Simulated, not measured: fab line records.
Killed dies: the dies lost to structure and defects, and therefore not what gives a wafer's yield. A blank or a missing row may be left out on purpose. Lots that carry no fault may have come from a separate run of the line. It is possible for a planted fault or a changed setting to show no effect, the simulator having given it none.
Split-lot study + flow n5 finfet + route with 1938 steps; 7 lots, 21 wafers read

== THE SPLIT ITSELF ==
At N5_BEOL_M10_COAT_63 (time 60 s, resist thk 100 nm), the setting spin rpm was moved away from the recipe's 1500 rpm on 5 of the 21 wafers read, by -10.1% to +7.1%. This setting was run at the recipe's value on the other wafers.

== FROM THE SPLIT TO THE READING: what the file shows between them, 7 steps ==
- N5_BEOL_M10_COAT_64: time 60 s, resist thk 30 nm (also split here: spin rpm)
- N5_BEOL_M10_COAT_22: resist thk 90 nm
- N5_BEOL_M10_EBR_24
- N5_BEOL_M10_DESCUM_33: chemistry O2, time 7.9 s
- N5_BEOL_M10_ETCH_65: etches SiARC in CF4, target depth 39 nm, time 65 s
- N5_BEOL_M10_ETCH_66: etches SOC in N2/H2, target depth 120 nm, overetch 24 nm, time 180 s
- N5_BEOL_M10_STRIP_69: strips in N2/H2

== THE READING ==
SOC_of_BEOL_M10_COAT_63.thk nm (the simulator's own value, which no gauge read), in nm, at N5_BEOL_M10_VIA_ETCH_34 (etches SiCOH lowk in C4F6/O2, target depth 184.5 nm, time 69.2 s). No usual value for it is given in the file. The 16 wafers here that ran the recipe average 92.4 nm, standard deviation 0.44 nm.

| wafer  | tool, chamber at the split | spin rpm as run, rpm | against the recipe | SOC_of_BEOL_M10_COAT_63.thk nm, nm | against lot-mates on the recipe |
|--------|----------------------------|----------------------|--------------------|------------------------------------|---------------------------------|
| L079.4 | litho track-03, 0          | 1500                 | recipe             | 92.8                               | -                               |
| L079.5 | litho track-03, 0          | 1500                 | recipe             | 92.6                               | -                               |
| L079.6 | litho track-03, 0          | 1500                 | recipe             | 92.6                               | -                               |
| L089.1 | litho track-03, 0          | 1380                 | -8.0%              | 96.6                               | +4.4                            |
| L089.2 | litho track-03, 0          | 1500                 | recipe             | 92.2                               | -                               |
| L089.3 | litho track-03, 0          | 1380                 | -8.0%              | 97.2                               | +5.0                            |
| L090.1 | litho track-03, 0          | 1606                 | +7.1%              | 89.2                               | -3.4                            |
| L090.2 | litho track-03, 0          | 1500                 | recipe             | 92.6                               | -                               |
| L090.3 | litho track-03, 0          | 1606                 | +7.1%              | 89                                 | -3.6                            |
| L091.2 | litho track-01, 0          | 1500                 | recipe             | 93                                 | -                               |
| L091.6 | litho track-01, 0          | 1500                 | recipe             | 93                                 | -                               |
| L091.4 | litho track-01, 0          | 1500                 | recipe             | 93.2                               | -                               |
| L092.1 | litho track-03, 0          | 1500                 | recipe             | 92.6                               | -                               |
| L092.2 | litho track-03, 0          | 1500                 | recipe             | 92.4                               | -                               |
| L092.4 | litho track-03, 0          | 1500                 | recipe             | 92                                 | -                               |
| L093.3 | litho track-03, 0          | 1348                 | -10.1%             | 97.8                               | +5.5                            |
| L093.5 | litho track-03, 0          | 1500                 | recipe             | 92.4                               | -                               |
| L093.6 | litho track-03, 0          | 1500                 | recipe             | 92.2                               | -                               |
| L095.2 | litho track-01, 0          | 1500                 | recipe             | 91.8                               | -                               |
| L095.3 | litho track-01, 0          | 1500                 | recipe             | 92                                 | -                               |
| L095.4 | litho track-01, 0          | 1500                 | recipe             | 91.6                               | -                               |

FIT RESULTS
A straight line over all 21 wafers: SOC_of_BEOL_M10_COAT_63.thk nm changes by -0.521 nm for each +1% of spin rpm; r = -0.98; the points scatter about the line by 0.43 nm.
The same after taking each lot's own level away (the mean of its wafers on the recipe; 21 wafers): -0.543 nm for each +1%; r = -1.00; scatter 0.22 nm.
The reading moves by 5.5 nm for the largest change in spin rpm, on that fit.
Measured against the standard deviation above, the lots' own levels, which go from 91.80 to 93.07 nm, span 2.9 times it.
Consequently the slope shifts little with the lot-to-lot level, the two slopes agreeing.
Check: +5.61 nm against its lot-mates is what the line predicts for one of the wafers moved furthest among these (-10.1%) when that wafer is left out of the fit. It came out at +5.5 nm against them.

== OTHER SPLITS ON THESE WAFERS ==
Other splits were also applied to these wafers ahead of the reading. Each is held against what the fit with the lots' levels taken away leaves over:
| other split on the same wafers | wafers away from the commonest value | r with SOC_of_BEOL_M10_COAT_63.thk nm (lot level and that fit taken away) |
|--------------------------------|--------------------------------------|---------------------------------------------------------------------------|
| N5_BEOL_M8_DESCUM_33 time s    | 6                                    | +0.05                                                                     |
| N5_BEOL_M9_DESCUM_16 time s    | 11                                   | -0.19                                                                     |
| N5_BEOL_M10_COAT_64 spin rpm   | 5                                    | -0.02                                                                     |

== THE WHOLE CHAIN: every reading that the file lists as answering this split, in the file's order ==
| step                    | what it does                                                         | reading                                                                         | change (the file's fit)               | r (the file's) |
|-------------------------|----------------------------------------------------------------------|---------------------------------------------------------------------------------|---------------------------------------|----------------|
| N5_BEOL_M10_COAT_63     | time 60 s, resist thk 100 nm                                         | SOC_of_BEOL_M10_COAT_63.thk nm (the simulator's own value, which no gauge read) | -0.517 nm for each +1% of the setting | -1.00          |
| N5_BEOL_M10_ETCH_66     | etches SOC in N2/H2, target depth 120 nm, overetch 24 nm, time 180 s | etch.depth nm (the simulator's own value, which no gauge read)                  | -0.519 nm for each +1% of the setting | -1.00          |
| N5_BEOL_M10_VIA_ETCH_34 | etches SiCOH lowk in C4F6/O2, target depth 184.5 nm, time 69.2 s     | SOC_of_BEOL_M10_COAT_63.thk nm (the simulator's own value, which no gauge read) | -0.545 nm for each +1% of the setting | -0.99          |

== THE FILE'S OWN FIT ==
SOC_of_BEOL_M10_COAT_63.thk nm changes by -0.545 nm for each +1% of spin rpm, r = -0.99.
